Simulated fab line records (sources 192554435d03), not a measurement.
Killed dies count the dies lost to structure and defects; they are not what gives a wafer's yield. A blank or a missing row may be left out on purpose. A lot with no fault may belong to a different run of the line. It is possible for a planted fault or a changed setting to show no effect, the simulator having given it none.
Matching of chambers :: flow n5-finfet :: 4 sister chambers for N5_BEOL_M6_CMP_52 on cmp-03
The step polishes, stops on SiCOH lowk, t overpolish 6.9 s, target thk 80 nm. 4 wafers are shown with their chamber, then 8 later ones without.

== EACH WAFER AND ITS CHAMBER ==
wafer: L081.3
chamber: 1
motor-current-A (A): 5.5

wafer: L084.1
chamber: 3
motor-current-A (A): 6.2

wafer: L084.4
chamber: 0
motor-current-A (A): 6.6

wafer: L091.1
chamber: 2
motor-current-A (A): 6.5

== WAFERS WITHOUT THEIR CHAMBER ==
wafer: L091.2
motor-current-A (A): 5.6

wafer: L091.4
motor-current-A (A): 6.7

wafer: L092.1
motor-current-A (A): 6.7

wafer: L092.3
motor-current-A (A): 5.7

wafer: L092.5
motor-current-A (A): 6.0

wafer: L094.1
motor-current-A (A): 6.4

wafer: L094.2
motor-current-A (A): 5.6

wafer: L094.5
motor-current-A (A): 6.5

== WHICH CHAMBER EACH WENT THROUGH ==
wafer: L091.2
from the rows above: 1
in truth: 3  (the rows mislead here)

wafer: L091.4
from the rows above: can't be placed: 0 or 2
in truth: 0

wafer: L092.1
from the rows above: can't be placed: 0 or 2
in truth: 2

wafer: L092.3
from the rows above: 1
in truth: 1

wafer: L092.5
from the rows above: 3
in truth: 3

wafer: L094.1
from the rows above: can't be placed: 2 or 0 or 3
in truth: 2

wafer: L094.2
from the rows above: 1
in truth: 1

wafer: L094.5
from the rows above: can't be placed: 2 or 0
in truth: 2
Correctly placed: 3 of 8. Unplaceable from these rows: 4, with the true chamber sitting among the candidates in 4. Number placed wrongly: 1.
How it was worked out, from the rows above alone: a wafer's distance from a chamber is the root of the sum, over the readings, of the square of ((its reading less the chamber's mean) divided by the reading's scatter). If the next closest chamber is less than 2 further off than the closest, the wafer can't be placed; otherwise it belongs to the closest. For every chamber, the mean is computed from those of its wafers that are shown. The scatter: with one shown wafer a chamber, the root of the mean of the squares of how far each hidden wafer lies from its nearest shown one.
